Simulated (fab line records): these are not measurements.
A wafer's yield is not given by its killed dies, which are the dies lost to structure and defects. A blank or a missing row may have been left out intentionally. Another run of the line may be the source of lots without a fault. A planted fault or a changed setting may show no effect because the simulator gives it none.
Which tool was responsible? :: flow nand harc :: 36 wafers from 12 lots sampled at 2 of the route's 1159 steps

## WHAT THE GAUGES READ, wafer by wafer
NHARC_A_SLIT_CD_MEAS_09: target cd 300 nm.
lot: L076
measured: day 14 22:13
on: cd sem-02
cd nm (nm): 299.4 300.9 300.0

lot: L077
measured: day 14 21:55
on: cd sem-02
cd nm (nm): 300.3 299.9 300.2

lot: L079
measured: day 15 07:43
on: cd sem-02
cd nm (nm): 298.9 299.4 299.2

lot: L082
measured: day 16 03:05
on: cd sem-02
cd nm (nm): 300.4 300.6 300.5

lot: L085
measured: day 16 16:08
on: cd sem-01
cd nm (nm): 300.1 300.7 300.2

lot: L084
measured: day 16 23:54
on: cd sem-02
cd nm (nm): 299.8 300.4 299.8

lot: L086
measured: day 17 09:28
on: cd sem-02
cd nm (nm): 300.2 299.3 300.3

lot: L089
measured: day 17 20:26
on: cd sem-01
cd nm (nm): 299.9 299.9 300.6

lot: L090
measured: day 18 15:10
on: cd sem-03
cd nm (nm): 299.3 300.2 300.3

lot: L093
measured: day 18 23:38
on: cd sem-03
cd nm (nm): 299.7 300.2 300.1

lot: L095
measured: day 19 06:44
on: cd sem-03
cd nm (nm): 301.3 300.5 300.7

lot: L096
measured: day 20 03:38
on: cd sem-03
cd nm (nm): 299.7 299.5 300.0

## WHAT TOOL EACH LOT RAN ON (gives the tool, then ch and the chambers of the sampled wafers, and finally the start)
lot: L076
NHARC_A_SGD_CUT_STRIP_17: rie diel-13 ch 0,3, day 14 22:13 or earlier

lot: L077
NHARC_A_SGD_CUT_STRIP_17: rie diel-11 ch 0,3, day 14 21:55 or earlier

lot: L079
NHARC_A_SGD_CUT_STRIP_17: rie diel-11 ch 0,1,2, day 15 07:43 or earlier

lot: L082
NHARC_A_SGD_CUT_STRIP_17: rie diel-11 ch 2,3, day 16 03:05 or earlier

lot: L085
NHARC_A_SGD_CUT_STRIP_17: rie diel-11 ch 0,1,2, day 16 16:08 or earlier

lot: L084
NHARC_A_SGD_CUT_STRIP_17: rie diel-01 ch 0,3, day 16 23:54 or earlier

lot: L086
NHARC_A_SGD_CUT_STRIP_17: rie diel-11 ch 0,2,3, day 17 09:28 or earlier

lot: L089
NHARC_A_SGD_CUT_STRIP_17: rie diel-13 ch 0,2,3, day 17 20:26 or earlier

lot: L090
NHARC_A_SGD_CUT_STRIP_17: rie diel-13 ch 0,1,2, day 18 15:10 or earlier

lot: L093
NHARC_A_SGD_CUT_STRIP_17: rie diel-01 ch 1,2,3, day 18 23:38 or earlier

lot: L095
NHARC_A_SGD_CUT_STRIP_17: rie diel-11 ch 0,2,3, day 19 06:44 or earlier

lot: L096
NHARC_A_SGD_CUT_STRIP_17: rie diel-13 ch 0,2,3, day 20 03:38 or earlier
- NHARC_A_SGD_CUT_STRIP_17: strips in O2.

## THE ANSWER, worked out from the rows above alone
Rule: the usual values come from the lots themselves. The widest of any qualifying gaps counts: lots, ordered by their means at a reading, are off when they make up no more than a third of the lots, leave a main group of 4 or more, and stand apart from it by 3 or more times the standard deviation of that group's means. A main group whose means are all the same, to the digits that the tables above print for the reading, isn't used. A lot without any number at a reading at which 4 lots or more have one is off too. Any other lot the step has rows for is counted as sound.
None of the lots is off at any reading shown; this tells nothing.

## WHAT THE SIMULATOR HAD INSERTED
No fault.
